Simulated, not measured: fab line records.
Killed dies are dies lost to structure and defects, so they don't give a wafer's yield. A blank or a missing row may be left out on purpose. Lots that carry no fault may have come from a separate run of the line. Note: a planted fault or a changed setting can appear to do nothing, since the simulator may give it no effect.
Comparing a struck lot with a sound one ; flow n5-finfet ; 23 out of 1938 route steps
Sound: wafers L462.1, L462.2, L462.4. Wafers struck: L454.1, L454.2, L454.6. The cause is named last.
Order at every step that has rows: each side's tool, ch and its chambers, its first start. Under that, the readings that differ: sound wafers ; struck wafers ; difference of the means ; sigmas: that difference in standard deviations of wafers without a fault.
alike: readings whose means differ by less than 2 such deviations, and words and numbers that are the same on both sides. not compared: withheld readings, readings that some wafer has no value for, bounds like >300 that may hide the same value, and numbers for which the record gives no deviation and whose values overlap.
Wherever a step has rows on one side only, a row that says differs or no value, or a row with sigmas, the two part there. When numbers do not overlap yet have no deviation, they are printed without sigmas and do not part them. A reading that every wafer of one side lacks parts them only if that side has two wafers or more.

first, 11 steps without rows for these wafers: N5_FIN_SAQP_MANDREL_ETCH_58 (etches a-Si in HBr/Cl2, stops on SiNx, target depth 45 nm, bt time 10 s, time 27 s); N5_FIN_SAQP_RECESS_63 (chemistry HF/NH3, target SiO2, target depth 18 nm, afs cycles 3, sublimation time 60 s); N5_FIN_SAQP_COAT_68 (time 60 s, resist thk 100 nm); N5_FIN_SAQP_ETCH_69 (etches SOC in N2/H2, stops on SiNx, target depth 150 nm); N5_FIN_SAQP_ETCH_67 (etches SiNx in CH3F/O2, target depth 30 nm); N5_FIN_SAQP_STRIP_70 (strips in N2/H2); N5_FIN_SAQP_RECESS_71 (chemistry HF/NH3, target SiO2, target depth 3 nm, afs cycles 1, sublimation time 60 s); N5_FIN_SAQP_SPACER2_ALD_28 (deposits SiO2, target thk 8.1 nm, pulse time 1 s, purge time 2 s); N5_FIN_SAQP_SPACER2_ETCHBACK_29 (etches SiO2 in CHF3/O2, target depth 12.2 nm, time 6.1 s); N5_FIN_SAQP_MANDREL2_REMOVE_60 (chemistry HBr/Cl2/O2, target a-Si, stops on SiNx, bt time 10 s); N5_FIN_SAQP_HM_OPEN_33 (chemistry CH3F/O2, target SiNx, target depth 49.4 nm, time 70.6 s).
N5_FIN_SAQP_ETCH_34: etches SiO2 in C4F6/O2, target depth 45 nm, time 15 s.
  sound on rie-diel-05 ch 1,2,3, day 7 14:13; struck on rie-diel-06 ch 0,2,3, day 5 14:43
  no value came back on the struck wafers for any of 10 readings (C4F6_flow_sccm (sccm), O2_flow_sccm (sccm) and others); on the sound wafers C4F6_flow_sccm (sccm) reads 10.001 10.005 9.992
reading;sound;struck;difference;sigmas
model.SiNx_of_FIN_SAQP_HM_DEP_03.thk-nm (nm);34.4 34.8 34.2;36 36.8 37.4;+2;
then, 1 step without rows for these wafers: N5_FIN_SAQP_STRIP_77 (strips in N2/H2, time 90 s).
N5_FIN_SAQP_HM_CD_35: target cd 8 nm.
  sound on cd-sem-03 at day 7 14:22; struck on cd-sem-03 at day 5 14:52
reading;sound;struck;difference;sigmas
cd-nm (nm);8.01 8.22 7.83;- - -;no value on the struck wafers;
then, 2 steps without rows for these wafers: N5_FIN_SAQP_ETCH_64 (etches SiO2 in CF4, target depth 1.5 nm); N5_FIN_SAQP_FIN_ETCH_36 (etches the open film in HBr/Cl2/O2, target depth 120 nm, time 50.4 s).
N5_FIN_SAQP_CD_MEAS_37: target cd 8 nm.
  sound on cd-sem-02 at day 7 14:33; struck on cd-sem-01 at day 5 15:04
reading;sound;struck;difference;sigmas
cd-nm (nm);7.76 8.19 7.90;- - -;no value on the struck wafers;
then, 1 step without rows for these wafers: N5_FIN_SAQP_PRECLEAN_38 (cleans in O3/DIW, time 45 s).
N5_FIN_SAQP_PRECLEAN_45: cleans in dHF, time 10 s.
  sound on wet-bench-02 ch 1,6,7, day 7 14:37; struck on wet-bench-01 ch 1,4,7, day 5 15:08
reading;sound;struck;difference;sigmas
model.SiNx_of_FIN_SAQP_HM_DEP_03.thk-nm (nm);21.2 21.2 21.4;22.8 23.2 23.8;+2.0;
then, 1 step without rows for these wafers: N5_FIN_SAQP_SRD_39 (time 30 s).
N5_FIN_SAQP_OCD_MEAS_76:
  sound on ocd-02 at day 7 14:39; struck on ocd-01 at day 5 15:11
reading;sound;struck;difference;sigmas
trench-depth-nm (nm);120.2 121.2 116.6;0 0 0;-119;-54
N5_BEOL_M4_RC_MEAS_101:
  the record has rows for the sound wafers here (prober-01 ch 0, day 13 07:19) and none for the struck ones
-- record jumps: 10 days separate the struck wafers' starts on either side; left off in module BEOL_M4, taken up again in module PASSIVATION, whose first shown step is the route's number 1936 --
N5_PASSIVATION_PROBE_49:
  sound on prober-02 at day 17 13:21; struck on prober-02 at day 15 11:04
reading;sound;struck;difference;sigmas
defect-limited-yield (%);90.9 91.3 90.3;0 0 0;-91;-61
killed-at-front-end;41 39 43;1102 1122 1120;+1074;+98
killed-dies;107 103 115;1180 1180 1180;+1072;+63
killed-on-rim;12 10 22;152 152 152;+137;+33
sort_bin_5_function (%);5.3 5.3 5.6;96.3 96.9 96.3;+91.1;+97
sort-n-pass;1073 1077 1065;0 0 0;-1072;-63
sort-yield-pct (%);90.9 91.3 90.3;0 0 0;-91;-61
  alike: killed_at_M0_to_M3, killed_at_M4_up, killed-at-contacts, killed-at-other, killed-open, killed-short, sort_bin_6_memory

== WHERE THEY PART ==
At N5_FIN_SAQP_ETCH_34 first; at N5_PASSIVATION_PROBE_49 last (within this record only).

WHY: what the simulator had put in
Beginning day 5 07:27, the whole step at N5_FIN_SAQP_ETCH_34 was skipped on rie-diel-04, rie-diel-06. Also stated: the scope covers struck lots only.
